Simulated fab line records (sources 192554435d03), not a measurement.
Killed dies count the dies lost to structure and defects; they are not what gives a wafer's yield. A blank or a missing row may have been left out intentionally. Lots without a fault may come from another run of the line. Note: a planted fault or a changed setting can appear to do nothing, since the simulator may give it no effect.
Which of the tools did it?    flow n5 finfet    14 lots with 42 wafers sampled at 7 steps, on a route of 1938 steps

WHAT EACH GAUGE READ, for each wafer
N5_MOL_CONTACT_COAG_CD_MEAS_99: the cd target is 17.2 nm. Usual: cd nm at 17.26 nm, with a standard deviation of 0.28.
lot   measured      on         cd nm (nm)         flag
L907  day 5 01:30   cd sem-02  17.35 17.48 17.49  
L908  day 5 07:01   cd sem-03  17.10 17.73 17.42  
L909  day 5 10:40   cd sem-03  - - -              OFF
L910  day 5 17:19   cd sem-01  - - -              OFF
L918  day 7 18:18   cd sem-01  17.27 17.74 17.02  
L919  day 8 00:19   cd sem-03  17.17 17.19 17.71  
L920  day 8 03:08   cd sem-02  17.36 17.62 17.85  
L921  day 8 10:51   cd sem-01  17.27 16.99 17.37  
L922  day 8 21:32   cd sem-03  17.18 17.21 17.28  
L923  day 8 23:41   cd sem-02  17.62 17.40 16.88  
L924  day 9 04:56   cd sem-03  17.28 17.52 17.23  
L925  day 9 12:23   cd sem-01  17.40 17.13 16.95  
L927  day 10 01:24  cd sem-01  17.16 16.91 17.56  
L928  day 10 08:58  cd sem-01  17.54 17.26 17.00  

N5_BEOL_M4_RC_MEAS_101. Usual: DIBL_N 36.3 mV/V, standard deviation 1.2; DIBL_P 36.3 mV/V, standard deviation 1.4; IOFF_N 0.160 nA/um, standard deviation 0.02; IOFF_P 0.210 nA/um, standard deviation 0.025; ION_N 675 uA/um, standard deviation 9.5; ION_P 462 uA/um, standard deviation 7; SS_N 71.5 mV/dec, standard deviation 0.53; SS_P 73.4 mV/dec, standard deviation 0.55; VT_N 249.5 mV, standard deviation 2.6; VT_P -250.1 mV, standard deviation 2.9.
lot   measured      on         DIBL_N (mV/V)   DIBL_P (mV/V)   IOFF_N (nA/um)     IOFF_P (nA/um)     ION_N (uA/um)  ION_P (uA/um)  SS_N (mV/dec)   SS_P (mV/dec)   VT_N (mV)          VT_P (mV)             flag
L907  day 8 23:34   prober-01  34.6 34.2 36.5  33.6 32.9 36.7  0.135 0.121 0.167  0.161 0.154 0.203  666 663 674    450 452 462    72.3 71.7 72.4  72.7 73.2 73.9  252.2 251.1 250.2  -252.7 -256.1 -251.2  
L908  day 9 18:37   prober-02  36.3 34.5 35.9  34.9 32.6 34.7  0.153 0.122 0.137  0.215 0.183 0.208  677 668 664    470 466 461    71.7 70.6 70.9  73.4 73.0 74.0  250.1 249.7 249.9  -252.6 -251.5 -249.6  
L918  day 12 23:57  prober-02  36.9 36.4 35.2  36.0 36.5 34.8  0.189 0.184 0.161  0.241 0.248 0.212  691 687 682    476 469 465    72.0 71.9 71.8  73.2 73.6 73.0  243.7 244.9 248.2  -246.1 -246.3 -247.9  
L919  day 13 02:29  prober-01  37.2 37.8 37.4  37.4 37.3 37.1  0.169 0.180 0.168  0.239 0.244 0.236  684 679 679    459 466 470    72.5 72.3 71.8  73.6 73.9 72.7  247.4 245.2 250.2  -250.6 -247.5 -246.4  
L920  day 13 23:42  prober-02  36.7 38.7 35.9  36.2 38.6 35.9  0.163 0.209 0.159  0.195 0.239 0.207  665 682 675    451 460 461    71.7 72.5 72.3  73.4 73.7 73.2  248.8 246.4 248.9  -249.6 -246.2 -251.1  
L921  day 14 05:13  prober-01  36.4 35.2 37.0  36.7 36.0 38.2  0.158 0.150 0.183  0.191 0.186 0.222  683 678 688    464 459 469    72.2 72.1 72.0  73.5 72.6 74.2  251.5 249.7 247.0  -252.5 -253.6 -250.8  
L922  day 14 17:20  prober-01  37.6 37.5 35.9  37.1 38.0 35.6  0.161 0.166 0.140  0.217 0.232 0.205  668 672 672    463 459 463    72.0 72.5 71.4  73.6 74.2 73.5  248.7 250.3 249.4  -250.7 -246.4 -251.9  
L923  day 15 05:05  prober-02  37.2 35.2 37.3  34.9 33.0 35.3  0.162 0.126 0.164  0.192 0.172 0.212  673 674 678    456 459 460    71.7 71.4 71.6  73.2 73.3 73.9  248.4 256.2 250.0  -251.6 -251.6 -249.3  
L924  day 15 02:28  prober-02  36.9 39.5 38.2  37.5 40.0 38.9  0.162 0.206 0.186  0.215 0.265 0.236  668 685 674    463 464 457    71.9 71.7 71.6  73.5 74.6 74.7  250.5 248.3 249.9  -248.9 -246.1 -248.1  
L925  day 15 02:38  prober-01  38.0 35.9 35.7  38.8 35.7 35.6  0.173 0.131 0.134  0.213 0.184 0.183  667 659 650    454 449 449    71.4 70.8 71.6  73.9 73.0 72.8  249.4 253.3 253.9  -251.8 -254.3 -253.9  
L927  day 15 08:37  prober-01  36.0 35.2 35.2  36.6 35.6 35.0  0.165 0.144 0.141  0.215 0.190 0.183  682 674 679    462 462 466    71.3 70.7 71.6  73.0 73.1 73.3  247.6 250.9 252.5  -251.8 -250.1 -251.1  
L928  day 16 03:17  prober-02  35.3 34.8 34.6  36.4 34.8 35.8  0.154 0.143 0.151  0.208 0.183 0.206  679 683 691    472 466 466    71.6 70.8 71.3  72.7 72.7 72.1  247.8 248.7 250.1  -249.9 -250.5 -247.9  

WHICH TOOL RAN EACH LOT (tool, then ch and the chambers of the sampled wafers, then the start)
lot   N5_GATE_CUT_CUT_ETCH_55            N5_MOL_CONTACT_COAG_CONTACT_ETCH_14  N5_MOL_CONTACT_COAG_ETCH_15         N5_MOL_CONTACT_COAG_ETCH_110        N5_MOL_CONTACT_COAG_SIL_ANNEAL_21
L907  rie metal-03 ch 0,1, day 4 21:50   rie diel-06 ch 2,3, day 5 01:17      rie diel-06 ch 2,3, day 5 01:19     rie diel-06 ch 2,3, day 5 01:23     rtp anneal-02 ch 0, day 5 03:04
L908  rie metal-03 ch 0,1, day 5 03:14   rie diel-05 ch 0,2,3, day 5 06:49    rie diel-05 ch 0,2,3, day 5 06:50   rie diel-05 ch 0,2,3, day 5 06:54   rtp anneal-02 ch 0, day 5 08:02
L909  rie metal-01 ch 0, day 5 06:52     rie diel-03 ch 0,3, day 5 10:27      rie diel-03 ch 0,3, day 5 10:29     rie diel-03 ch 0,3, day 5 10:33     rtp anneal-02 ch 0, day 5 12:16
L910  rie metal-02 ch 0,1, day 5 13:07   rie diel-06 ch 0,2, day 5 17:07      rie diel-06 ch 0,2, day 5 17:09     rie diel-06 ch 0,2, day 5 17:13     rtp anneal-01 ch 0, day 5 18:41
L918  rie metal-03 ch 0,1, day 7 14:31   rie diel-05 ch 1,2,3, day 7 18:05    rie diel-05 ch 1,2,3, day 7 18:07   rie diel-05 ch 1,2,3, day 7 18:11   rtp anneal-02 ch 0, day 7 19:34
L919  rie metal-01 ch 0,1, day 7 20:25   rie diel-05 ch 2,3, day 8 00:05      rie diel-05 ch 2,3, day 8 00:08     rie diel-05 ch 2,3, day 8 00:11     rtp anneal-02 ch 0, day 8 01:17
L920  rie metal-01 ch 0,1, day 7 23:14   rie diel-03 ch 0,1,2, day 8 02:55    rie diel-03 ch 0,1,2, day 8 02:58   rie diel-03 ch 0,1,2, day 8 03:01   rtp anneal-01 ch 0, day 8 05:31
L921  rie metal-01 ch 0,1, day 8 06:44   rie diel-03 ch 0,1,3, day 8 10:38    rie diel-03 ch 0,1,3, day 8 10:40   rie diel-03 ch 0,1,3, day 8 10:44   rtp anneal-01 ch 0, day 8 11:53
L922  rie metal-02 ch 0,1, day 8 16:23   rie diel-06 ch 0,1,2, day 8 21:19    rie diel-06 ch 0,1,2, day 8 21:21   rie diel-06 ch 0,1,2, day 8 21:25   rtp anneal-02 ch 0, day 8 22:31
L923  rie metal-02 ch 0,1, day 8 19:30   rie diel-05 ch 0,1,3, day 8 23:28    rie diel-05 ch 0,1,3, day 8 23:30   rie diel-05 ch 0,1,3, day 8 23:34   rtp anneal-01 ch 0, day 9 04:04
L924  rie metal-03 ch 0,1, day 9 01:15   rie diel-03 ch 0,1, day 9 04:43      rie diel-03 ch 0,1, day 9 04:45     rie diel-03 ch 0,1, day 9 04:49     rtp anneal-02 ch 0, day 9 06:15
L925  rie metal-02 ch 0,1, day 9 08:28   rie diel-06 ch 0,1,3, day 9 12:10    rie diel-06 ch 0,1,3, day 9 12:13   rie diel-06 ch 0,1,3, day 9 12:16   rtp anneal-01 ch 0, day 9 14:51
L927  rie metal-02 ch 0,1, day 9 20:17   rie diel-06 ch 0,1,3, day 10 01:11   rie diel-06 ch 0,1,3, day 10 01:13  rie diel-06 ch 0,1,3, day 10 01:17  rtp anneal-01 ch 0, day 10 02:20
L928  rie metal-01 ch 0,1, day 10 02:42  rie diel-03 ch 0,3, day 10 08:46     rie diel-03 ch 0,3, day 10 08:47    rie diel-03 ch 0,3, day 10 08:51    rtp anneal-01 ch 0, day 10 10:11
- N5_GATE_CUT_CUT_ETCH_55: etches HfO2 in BCl3, target depth 3.2 nm.
- N5_MOL_CONTACT_COAG_CONTACT_ETCH_14: etches SiO2 in C4F6/O2, target depth 27.5 nm, overetch 8.5 nm, time 20 s.
- N5_MOL_CONTACT_COAG_ETCH_15: etches SiNx in CH3F/O2, stops on Si:P, target depth 7 nm.
- N5_MOL_CONTACT_COAG_ETCH_110: etches Si in CF4/O2, target depth 2.5 nm, time 8 s.
- N5_MOL_CONTACT_COAG_SIL_ANNEAL_21: time 60 s.

AS READ BY THE TOOLS THEMSELVES (means over the sampled wafers that have a number; for cases with no such wafer, the mark the record gives instead)
N5_GATE_CUT_CUT_ETCH_55. Usual: bcl3 flow sccm 79.99 sccm, standard deviation 0.26; bias w 17.99 W, standard deviation 0.054; drypump motor current A 5.4 A, standard deviation 0.46; he backside leak sccm 3.46 sccm, standard deviation 0.18; oes product au 0.76 a.u., standard deviation 0.11; throttle valve pct 32.89 %, standard deviation 0.16.
lot   tool          bcl3 flow sccm (sccm)  bias w (W)  drypump motor current A (A)  he backside leak sccm (sccm)  oes product au (a.u.)  throttle valve pct (%)  flag
L907  rie metal-03  79.85                  18.03       5.8                          3.17                          0.71                   33.10                   
L908  rie metal-03  79.88                  18.00       5.6                          3.27                          0.76                   33.06                   
L909  rie metal-01  79.99                  18.01       5.0                          3.52                          0.87                   32.73                   
L910  rie metal-02  80.13                  18.05       5.4                          3.60                          0.74                   32.80                   
L918  rie metal-03  80.18                  17.97       5.6                          3.43                          0.75                   33.07                   
L919  rie metal-01  79.84                  18.02       5.0                          3.50                          0.69                   32.87                   
L920  rie metal-01  79.79                  18.01       5.0                          3.69                          0.77                   32.82                   
L921  rie metal-01  79.83                  18.02       5.0                          3.42                          0.68                   32.88                   
L922  rie metal-02  79.98                  17.99       5.3                          3.47                          0.72                   32.81                   
L923  rie metal-02  80.03                  18.01       5.3                          3.28                          0.72                   32.81                   
L924  rie metal-03  80.10                  18.01       5.6                          3.40                          0.74                   33.07                   
L925  rie metal-02  80.23                  17.96       5.7                          3.46                          0.77                   32.91                   
L927  rie metal-02  79.96                  17.97       5.4                          3.48                          0.71                   32.82                   
L928  rie metal-01  80.14                  17.93       5.0                          3.40                          0.88                   32.75                   

N5_MOL_CONTACT_COAG_CONTACT_ETCH_14. Usual: C4F6_flow_sccm 16.00 sccm, standard deviation 0.044; O2_flow_sccm 10.00 sccm, standard deviation 0.033; bias w 185.0 W, standard deviation 0.58; drypump motor current A 5.48 A, standard deviation 0.22; oes product au 0.68 a.u., standard deviation 0.063; rf vpp V 693 V, standard deviation 3.1; showerhead plenum p Torr 2.88 Torr, standard deviation 0.081; throttle valve pct 21.21 %, standard deviation 0.22.
lot   tool         C4F6_flow_sccm (sccm)  O2_flow_sccm (sccm)  bias w (W)  drypump motor current A (A)  oes product au (a.u.)  rf vpp V (V)  showerhead plenum p Torr (Torr)  throttle valve pct (%)  flag
L907  rie diel-06  15.97                  10.03                185.1       5.27                         0.66                   692           2.89                             21.12                   
L908  rie diel-05  15.98                  10.00                184.8       5.54                         0.71                   695           2.94                             21.25                   
L909  rie diel-03  -                      -                    -           -                            -                      -             -                                -                       OFF
L910  rie diel-06  -                      -                    -           -                            -                      -             -                                -                       OFF
L918  rie diel-05  15.99                  9.99                 184.7       5.67                         0.66                   693           2.92                             21.26                   
L919  rie diel-05  15.99                  9.99                 185.4       5.79                         0.68                   692           2.89                             21.15                   
L920  rie diel-03  16.01                  10.00                184.9       5.50                         0.67                   691           2.82                             21.13                   
L921  rie diel-03  15.99                  10.00                184.9       5.38                         0.70                   693           2.91                             21.19                   
L922  rie diel-06  15.98                  10.01                185.2       5.56                         0.64                   691           2.84                             21.14                   
L923  rie diel-05  16.00                  9.98                 184.9       5.42                         0.74                   696           2.95                             21.28                   
L924  rie diel-03  16.03                  10.00                184.9       5.45                         0.70                   693           2.90                             21.00                   
L925  rie diel-06  16.01                  10.02                184.7       5.57                         0.66                   692           2.85                             21.26                   
L927  rie diel-06  15.93                  9.99                 184.4       5.58                         0.65                   692           2.85                             21.28                   
L928  rie diel-03  16.01                  10.00                185.5       5.40                         0.65                   693           2.88                             21.33                   

N5_MOL_CONTACT_COAG_ETCH_15. Usual: CH3F_flow_sccm 29.99 sccm, standard deviation 0.087; O2_flow_sccm 20.00 sccm, standard deviation 0.057; bias w 72.98 W, standard deviation 0.19; drypump motor current A 5.48 A, standard deviation 0.22; oes product au 0.58 a.u., standard deviation 0.053; rf vpp V 298.7 V, standard deviation 2.3; showerhead plenum p Torr 2.00 Torr, standard deviation 0.06; throttle valve pct 16.28 %, standard deviation 0.23.
lot   tool         CH3F_flow_sccm (sccm)  O2_flow_sccm (sccm)  bias w (W)  drypump motor current A (A)  oes product au (a.u.)  rf vpp V (V)  showerhead plenum p Torr (Torr)  throttle valve pct (%)  flag
L907  rie diel-06  29.93                  20.03                73.12       5.28                         0.56                   301.3         2.01                             16.20                   
L908  rie diel-05  29.95                  20.02                73.03       5.53                         0.60                   299.0         2.04                             16.30                   
L909  rie diel-03  30.06                  19.99                72.95       5.36                         0.32                   297.9         2.03                             16.36                   OFF
L910  rie diel-06  29.98                  19.98                73.14       5.38                         0.28                   299.5         1.97                             16.22                   OFF
L918  rie diel-05  29.99                  20.02                72.82       5.68                         0.58                   299.6         2.03                             16.34                   
L919  rie diel-05  29.89                  20.08                72.96       5.81                         0.58                   300.1         2.01                             16.21                   
L920  rie diel-03  30.02                  19.99                72.94       5.50                         0.58                   297.2         1.96                             16.20                   
L921  rie diel-03  30.04                  20.03                72.77       5.39                         0.61                   299.5         2.02                             16.24                   
L922  rie diel-06  30.04                  19.99                72.81       5.56                         0.55                   298.9         1.98                             16.23                   
L923  rie diel-05  29.93                  19.98                73.04       5.42                         0.64                   298.5         2.05                             16.32                   
L924  rie diel-03  29.87                  20.02                72.81       5.45                         0.60                   299.8         2.02                             16.07                   
L925  rie diel-06  29.86                  20.00                72.80       5.58                         0.57                   298.8         1.98                             16.31                   
L927  rie diel-06  29.93                  19.99                72.81       5.59                         0.56                   298.6         1.98                             16.33                   
L928  rie diel-03  30.04                  19.98                73.09       5.38                         0.56                   298.1         2.00                             16.40                   

N5_MOL_CONTACT_COAG_ETCH_110. Usual: O2_flow_sccm 10.001 sccm, standard deviation 0.029; bias w 12.00 W, standard deviation 0.038; drypump motor current A 5.48 A, standard deviation 0.22; oes product au 0.79 a.u., standard deviation 0.078; rf vpp V 128.2 V, standard deviation 1.2; showerhead plenum p Torr 2.23 Torr, standard deviation 0.063; throttle valve pct 10.70 %, standard deviation 0.24.
lot   tool         O2_flow_sccm (sccm)  bias w (W)  drypump motor current A (A)  oes product au (a.u.)  rf vpp V (V)  showerhead plenum p Torr (Torr)  throttle valve pct (%)  flag
L907  rie diel-06  9.990                12.05       5.29                         0.78                   129.1         2.23                             10.65                   
L908  rie diel-05  9.973                12.03       5.54                         0.83                   128.3         2.27                             10.69                   
L909  rie diel-03  9.989                12.02       5.32                         0.86                   127.9         2.25                             10.72                   
L910  rie diel-06  10.000               12.02       5.36                         0.75                   127.8         2.19                             10.71                   
L918  rie diel-05  10.013               11.98       5.67                         0.77                   129.3         2.25                             10.79                   
L919  rie diel-05  10.020               12.00       5.80                         0.78                   128.9         2.23                             10.66                   
L920  rie diel-03  9.967                11.99       5.49                         0.79                   127.3         2.18                             10.63                   
L921  rie diel-03  9.999                11.99       5.39                         0.83                   128.5         2.25                             10.63                   
L922  rie diel-06  10.015               11.97       5.55                         0.75                   128.2         2.19                             10.68                   
L923  rie diel-05  10.002               11.99       5.42                         0.86                   127.7         2.28                             10.66                   
L924  rie diel-03  9.994                12.03       5.45                         0.83                   129.4         2.24                             10.47                   
L925  rie diel-06  9.997                12.00       5.55                         0.77                   126.9         2.20                             10.74                   
L927  rie diel-06  10.012               11.99       5.56                         0.76                   128.5         2.20                             10.75                   
L928  rie diel-03  9.984                12.00       5.40                         0.76                   127.8         2.23                             10.85                   

N5_MOL_CONTACT_COAG_SIL_ANNEAL_21. Usual: lamp power pct 6.8 %, standard deviation 0.53; lamp_zone_2_pct 6.8 %, standard deviation 0.53; lamp_zone_7_pct 7.1 %, standard deviation 0.56; wafer_temp_C_max 552.3, standard deviation 0.85.
lot   tool           lamp power pct (%)  lamp_zone_2_pct (%)  lamp_zone_7_pct (%)  wafer_temp_C_max  flag
L907  rtp anneal-02  6.2                 6.2                  6.5                  553.1             
L908  rtp anneal-02  6.2                 6.2                  6.5                  552.9             
L909  rtp anneal-02  6.2                 6.2                  6.5                  552.6             
L910  rtp anneal-01  7.3                 7.3                  7.7                  551.4             
L918  rtp anneal-02  6.2                 6.2                  6.5                  553.0             
L919  rtp anneal-02  6.2                 6.2                  6.5                  552.4             
L920  rtp anneal-01  7.3                 7.3                  7.7                  551.9             
L921  rtp anneal-01  7.3                 7.3                  7.7                  551.8             
L922  rtp anneal-02  6.2                 6.2                  6.5                  553.2             
L923  rtp anneal-01  7.3                 7.3                  7.7                  551.4             
L924  rtp anneal-02  6.2                 6.2                  6.6                  553.5             
L925  rtp anneal-01  7.3                 7.3                  7.7                  551.4             
L927  rtp anneal-01  7.3                 7.3                  7.7                  551.3             
L928  rtp anneal-01  7.3                 7.3                  7.7                  551.3             

THE ANSWER, worked out from the rows above alone
Rule: lot off if the mean of its wafers having a number is beyond 3 standard deviations from the usual mean. Also off: a lot with no number at a reading for which 4 or more lots have one. Where the step has rows for the other lots, those lots are counted as sound. After the gauges, taken in route order, come the tools' own readings; for these a lot's mean is taken, as printed above. At the first step where some lot is off, the reading lying furthest off is the one used; lots without a number count as furthest.
Off at N5_MOL_CONTACT_COAG_CD_MEAS_99 (cd nm): L909, L910. Without a number there: L909, L910.
A tool fits if, at a process step before that reading, it ran every lot that is off, and no sound lot after the first of them. The gauges at N5_MOL_CONTACT_COAG_CD_MEAS_99 aren't tried: what is off there is off at N5_MOL_CONTACT_COAG_CONTACT_ETCH_14 too, on other tools, and a gauge's error can't cause that. No candidate that was tried fits.

WHAT THE SIMULATOR HAD PUT IN
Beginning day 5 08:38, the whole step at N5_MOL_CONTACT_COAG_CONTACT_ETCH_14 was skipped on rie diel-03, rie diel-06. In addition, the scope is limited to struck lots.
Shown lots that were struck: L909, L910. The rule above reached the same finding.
